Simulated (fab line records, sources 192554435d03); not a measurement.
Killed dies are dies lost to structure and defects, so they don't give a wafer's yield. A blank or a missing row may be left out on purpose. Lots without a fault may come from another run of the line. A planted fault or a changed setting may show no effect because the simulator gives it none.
A struck lot beside a sound one | flow n5_finfet | 15 steps out of a route of 1938
Sound: wafers L276.2, L276.3, L276.6. Struck: wafers L272.4, L272.5, L272.6. The cause comes at the end.
At each step with rows: each side's tool, then ch and its chambers, then its first start. Under that, the readings that differ: sound wafers | struck wafers | difference of the means | sigmas: that difference in standard deviations of wafers without a fault.
alike: readings whose means differ by less than 2 such deviations, and words and numbers that are the same on both sides. not compared: withheld readings, readings that some wafer has no value for, bounds like >300 that may hide the same value, and numbers for which the record gives no deviation and whose values overlap.
The two part at a step that has a row with sigmas, a row that says differs or no value, or rows on one side only. Numbers that don't overlap but have no deviation are shown without sigmas and don't part them. A reading that every wafer of one side lacks parts them only if that side has two wafers or more.

N5_HKMG_FIN_STRIP_69: strips in N2/H2, time 360 s.
  sound on plasma_asher-02 ch 0,1, day 8 22:37; struck on plasma_asher-01 ch 0,1, day 8 00:40
  alike: drypump_motor_current_A, heater_power_w
  not compared: rf_hours_counter_h
N5_HKMG_FIN_ALD_21: deposits TiN, target thk 1.5 nm, pulse time 1 s, purge time 3 s.
  sound on ald_metal-02 ch 1,2,3, day 8 23:00; struck on ald_metal-04 ch 0,1, day 8 00:56
  alike: chamber_pressure_Torr, heater_power_outer_w, heater_power_w, precursor_pulse_height_rel
then, 1 step without rows for these wafers: N5_HKMG_FIN_ALD_72 (deposits W, target thk 2 nm, pulse time 1 s, purge time 2 s).
N5_HKMG_FIN_W_FILL_22: material W, target thk 60 nm, time 18.2 s.
  sound on cvd_w-02 ch 0,1, day 8 23:25; struck on cvd_w-02 ch 0,1, day 8 01:22
  alike: chamber_pressure_Torr, heater_power_outer_w, heater_power_w, throttle_valve_pct
then, 2 steps without rows for these wafers: N5_HKMG_FIN_PRECLEAN_83 (cleans in DIW, time 57.5 s); N5_HKMG_FIN_SRD_84 (dry time 32 s).
N5_HKMG_FIN_CMP_23: polishes, stops on SiNx, t overpolish 10 s, target thk 46.326 nm.
  sound on cmp-01 ch 2,3, day 8 23:34; struck on cmp-01 ch 0,1,3, day 8 01:43
  alike: edge_zone_pressure_frac, head_pressure_psi, motor_current_A, overpolish_run_s, slurry_filter_dp_kPa, time_to_endpoint_s
then, 1 step without rows for these wafers: N5_HKMG_FIN_CMP_94 (polishes, stops on SiNx, t overpolish 4.7 s, target thk 43.299 nm).
N5_HKMG_FIN_INSPECT_28: inspects for defects (darkfield).
  sound on defect_inspect-01, day 9 00:16; struck on defect_inspect-01, day 8 02:11
  alike: raw_defect_count
then, 1 step without rows for these wafers: N5_GATE_CUT_ETCHBACK_00 (etches W in SF6/Cl2).
N5_GATE_CUT_ETCH_56: etches TiN in Cl2/Ar, target depth 21.6 nm.
  sound on rie_metal-03 ch 0, day 9 00:25; struck on rie_metal-01 ch 0,1, day 8 02:22
  alike: drypump_motor_current_A, oes_product_au, throttle_valve_pct
  not compared: rf_hours_counter_h
N5_GATE_CUT_ETCHBACK_30: etches TiN in Cl2/Ar, target depth 3 nm.
  sound on rie_metal-03 ch 0, day 9 00:31; struck on rie_metal-01 ch 0,1, day 8 02:26
  no value came back on the struck wafers for any of 5 readings (bias_w (W), chamber_pressure_mTorr (mTorr) and others); on the sound wafers bias_w (W) reads 59.96 59.90 59.89
  not compared: rf_hours_counter_h
then, 1 step without rows for these wafers: N5_GATE_CUT_VAPOR_ETCH_60 (etches HfO2 in BCl3/Cl2).
-- the record jumps here: 9 days lie between the struck wafers' starts before and after (it left off in module GATE_CUT and takes up again in module BEOL_M4, whose first step shown is number 1111 of the route) --
N5_BEOL_M4_RC_MEAS_101:
  sound on prober-02 ch 0, day 17 07:29; struck on prober-01 ch 0, day 17 07:47
  alike: DIBL_N, DIBL_P, IOFF_N, IOFF_P, ION_N, ION_P, SS_N, SS_P, VT_N, VT_P
N5_PASSIVATION_PROBE_49:
  the record has rows for the sound wafers here (prober-01, day 22 18:19) and none for the struck ones

WHERE THEY PART
First at N5_GATE_CUT_ETCHBACK_30; last, within this record, at N5_PASSIVATION_PROBE_49.

WHY: what the simulator had put in
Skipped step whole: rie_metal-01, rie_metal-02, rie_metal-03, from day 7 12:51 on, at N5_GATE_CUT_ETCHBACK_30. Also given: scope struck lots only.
